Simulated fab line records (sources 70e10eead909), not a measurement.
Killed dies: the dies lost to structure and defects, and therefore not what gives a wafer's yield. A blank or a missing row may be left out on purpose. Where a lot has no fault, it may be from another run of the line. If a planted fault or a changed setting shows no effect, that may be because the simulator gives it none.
Which of the tools did it? + flow nand-harc + Sampling: 14 lots, 40 wafers, 4 of 1302 route steps

== WHAT THE GAUGES SHOWED, per wafer ==
NHARC_A_WL_FILL_INSPECT_15.
| lot  | measured     | on                | raw-defect-count |
|------|--------------|-------------------|------------------|
| L557 | day 21 05:16 | defect-inspect-02 | 351 464 456      |
| L558 | day 21 14:58 | defect-inspect-01 | 416 319 285      |
| L560 | day 22 16:28 | defect-inspect-01 | 436 502 483      |
| L561 | day 22 23:53 | defect-inspect-01 | 638 717 534      |
| L563 | day 23 00:02 | defect-inspect-01 | 456 327 481      |
| L564 | day 23 23:20 | defect-inspect-01 | 531 630 475      |
| L565 | day 23 23:27 | defect-inspect-01 | 328 360 451      |
| L566 | day 24 18:35 | defect-inspect-01 | 458 290 359      |
| L567 | day 25 09:35 | defect-inspect-02 | 374 500 483      |
| L568 | day 25 09:27 | defect-inspect-02 | 394 465 347      |
| L569 | day 26 03:08 | defect-inspect-02 | 777 587 677      |
| L572 | day 26 23:46 | defect-inspect-01 | 631 428 397      |
| L575 | day 28 19:46 | defect-inspect-02 | 472 436          |
| L578 | day 30 03:01 | defect-inspect-01 | 413 449          |

== WHAT TOOL EACH LOT RAN ON (gives the tool, then ch and the chambers of the sampled wafers, and finally the start) ==
| lot  | NHARC_A_WL_FILL_ETCHBACK_05       | NHARC_A_WL_FILL_ALD_10           | NHARC_A_WL_FILL_ETCHBACK_17       |
|------|-----------------------------------|----------------------------------|-----------------------------------|
| L557 | rie-metal-02 ch 0,1, day 20 12:55 | ald-hk-03 ch 0,1,2, day 20 19:30 | rie-metal-02 ch 0,1, day 20 22:52 |
| L558 | rie-metal-01 ch 0, day 20 22:26   | ald-hk-04 ch 1,2,3, day 21 05:39 | rie-metal-02 ch 0,1, day 21 09:30 |
| L560 | rie-metal-02 ch 0,1, day 22 00:16 | ald-hk-03 ch 0,1,3, day 22 05:17 | rie-metal-01 ch 0,1, day 22 10:05 |
| L561 | rie-metal-02 ch 0,1, day 22 04:38 | ald-hk-01 ch 0,1,2, day 22 13:13 | rie-metal-02 ch 0,1, day 22 18:02 |
| L563 | rie-metal-03 ch 0,1, day 22 09:07 | ald-hk-03 ch 0,3, day 22 12:47   | rie-metal-01 ch 0,1, day 22 17:38 |
| L564 | rie-metal-01 ch 0,1, day 23 07:10 | ald-hk-04 ch 0,2,3, day 23 12:17 | rie-metal-02 ch 0,1, day 23 17:10 |
| L565 | rie-metal-02 ch 0,1, day 23 07:15 | ald-hk-03 ch 0,2,3, day 23 13:18 | rie-metal-01 ch 0,1, day 23 17:05 |
| L566 | rie-metal-03 ch 0,1, day 24 01:46 | ald-hk-01 ch 1,2,3, day 24 07:56 | rie-metal-01 ch 0,1, day 24 12:14 |
| L567 | rie-metal-02 ch 0,1, day 24 13:41 | ald-hk-01 ch 2,3, day 24 21:40   | rie-metal-02 ch 0,1, day 25 02:29 |
| L568 | rie-metal-03 ch 0,1, day 24 16:57 | ald-hk-04 ch 0,1,3, day 24 22:00 | rie-metal-03 ch 0,1, day 25 02:48 |
| L569 | rie-metal-01 ch 0,1, day 25 10:01 | ald-hk-01 ch 1,2, day 25 15:53   | rie-metal-03 ch 0,1, day 25 20:46 |
| L572 | rie-metal-03 ch 1, day 26 07:10   | ald-hk-03 ch 1,2, day 26 12:31   | rie-metal-02 ch 0,1, day 26 17:21 |
| L575 | rie-metal-02 ch 0, day 28 00:43   | ald-hk-03 ch 1,2, day 28 09:07   | rie-metal-01 ch 1, day 28 13:26   |
| L578 | rie-metal-01 ch 1, day 29 05:43   | ald-hk-01 ch 3, day 29 16:16     | rie-metal-01 ch 0, day 29 20:41   |
- NHARC_A_WL_FILL_ETCHBACK_05: etches the open film in Cl2/BCl3, target depth 22 nm, time 60 s.
- NHARC_A_WL_FILL_ALD_10: deposits SiO2, target thk 50 nm, pulse time 10 s, ald cycles 500.
- NHARC_A_WL_FILL_ETCHBACK_17: etches the open film in Cl2/BCl3, target depth 4 nm, time 26.7 s.

== AS READ BY THE TOOLS THEMSELVES (means over the sampled wafers that have a number; for cases with no such wafer, the mark the record gives instead) ==
NHARC_A_WL_FILL_ETCHBACK_05.
| lot  | tool         | drypump-motor-current-A (A) | oes-product-au (a.u.) |
|------|--------------|-----------------------------|-----------------------|
| L557 | rie-metal-02 | 5.8                         | 0.997                 |
| L558 | rie-metal-01 | 5.1                         | 1.007                 |
| L560 | rie-metal-02 | 5.8                         | 0.999                 |
| L561 | rie-metal-02 | 5.6                         | 0.998                 |
| L563 | rie-metal-03 | 4.8                         | 0.998                 |
| L564 | rie-metal-01 | 5.3                         | 1.004                 |
| L565 | rie-metal-02 | 5.6                         | 1.011                 |
| L566 | rie-metal-03 | 4.8                         | 1.001                 |
| L567 | rie-metal-02 | 5.8                         | 0.996                 |
| L568 | rie-metal-03 | 4.8                         | 1.012                 |
| L569 | rie-metal-01 | 5.3                         | 0.998                 |
| L572 | rie-metal-03 | 4.9                         | 1.014                 |
| L575 | rie-metal-02 | 5.5                         | 1.006                 |
| L578 | rie-metal-01 | 5.7                         | 1.012                 |

NHARC_A_WL_FILL_ALD_10.
| lot  | tool      | heater-power-w (W) | precursor-pulse-height-rel |
|------|-----------|--------------------|----------------------------|
| L557 | ald-hk-03 | 475                | 1.017                      |
| L558 | ald-hk-04 | 474                | 1.006                      |
| L560 | ald-hk-03 | 464                | 1.008                      |
| L561 | ald-hk-01 | 444                | 1.005                      |
| L563 | ald-hk-03 | 484                | 0.998                      |
| L564 | ald-hk-04 | 455                | 1.020                      |
| L565 | ald-hk-03 | 461                | 0.997                      |
| L566 | ald-hk-01 | 473                | 1.010                      |
| L567 | ald-hk-01 | 472                | 0.994                      |
| L568 | ald-hk-04 | 454                | 0.998                      |
| L569 | ald-hk-01 | 459                | 1.010                      |
| L572 | ald-hk-03 | 451                | 0.980                      |
| L575 | ald-hk-03 | 444                | 1.015                      |
| L578 | ald-hk-01 | 488                | 0.989                      |

NHARC_A_WL_FILL_ETCHBACK_17.
| lot  | tool         | drypump-motor-current-A (A) | oes-product-au (a.u.) |
|------|--------------|-----------------------------|-----------------------|
| L557 | rie-metal-02 | 5.8                         | 0.997                 |
| L558 | rie-metal-02 | 5.8                         | 0.996                 |
| L560 | rie-metal-01 | 5.3                         | 1.003                 |
| L561 | rie-metal-02 | 5.8                         | 1.002                 |
| L563 | rie-metal-01 | 5.3                         | 1.008                 |
| L564 | rie-metal-02 | 5.8                         | 0.997                 |
| L565 | rie-metal-01 | 5.5                         | 1.003                 |
| L566 | rie-metal-01 | 5.5                         | 1.002                 |
| L567 | rie-metal-02 | 5.6                         | 1.007                 |
| L568 | rie-metal-03 | 4.9                         | 1.003                 |
| L569 | rie-metal-03 | 4.8                         | 0.997                 |
| L572 | rie-metal-02 | 5.8                         | 1.002                 |
| L575 | rie-metal-01 | 5.7                         | 0.918                 |
| L578 | rie-metal-01 | 5.1                         | 0.915                 |

== THE ANSWER, worked out from the rows above alone ==
Rule: what is usual is taken from the lots themselves. The widest of any qualifying gaps counts: lots, ordered by their means at a reading, are off when they make up no more than a third of the lots, leave a main group of 4 or more, and stand apart from it by 3 or more times the standard deviation of that group's means. Not used: any main group whose means are identical at the precision the tables above print for the reading. Also off: a lot with no number at a reading for which 4 or more lots have one. Where the step has rows for the other lots, those lots are counted as sound. Order of review: gauges by route order, followed by the tools' own readings, for which a lot's mean as printed above is used. At the first step where some lot is off, the reading lying furthest off is the one used; lots without a number count as furthest.
Off: L575, L578, at NHARC_A_WL_FILL_ETCHBACK_17 (oes-product-au). The main group: mean 1.001 a.u., standard deviation 0.0038.
If a tool, at that step or one of the process steps before it, ran each lot that is off and ran no sound lot following the first of them, it fits. One candidate fits, namely rie-metal-01 at NHARC_A_WL_FILL_ETCHBACK_17. Its last sound lot is L566 (day 24 12:14), its first lot that is off L575 (day 28 13:26): a fault that began between those two fits.
On the lots that are off, the tool's own readings at NHARC_A_WL_FILL_ETCHBACK_17 differ by more than 5 times the standard deviation of the sound lots' means, which bears it out; oes-product-au reads 0.917 a.u. there versus 1.001 a.u. on the sound lots.

== WHAT HAD BEEN PUT IN BY THE SIMULATOR ==
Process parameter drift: rie-metal-01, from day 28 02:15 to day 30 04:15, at NHARC_A_WL_FILL_ETCHBACK_17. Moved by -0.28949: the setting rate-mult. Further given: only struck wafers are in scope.
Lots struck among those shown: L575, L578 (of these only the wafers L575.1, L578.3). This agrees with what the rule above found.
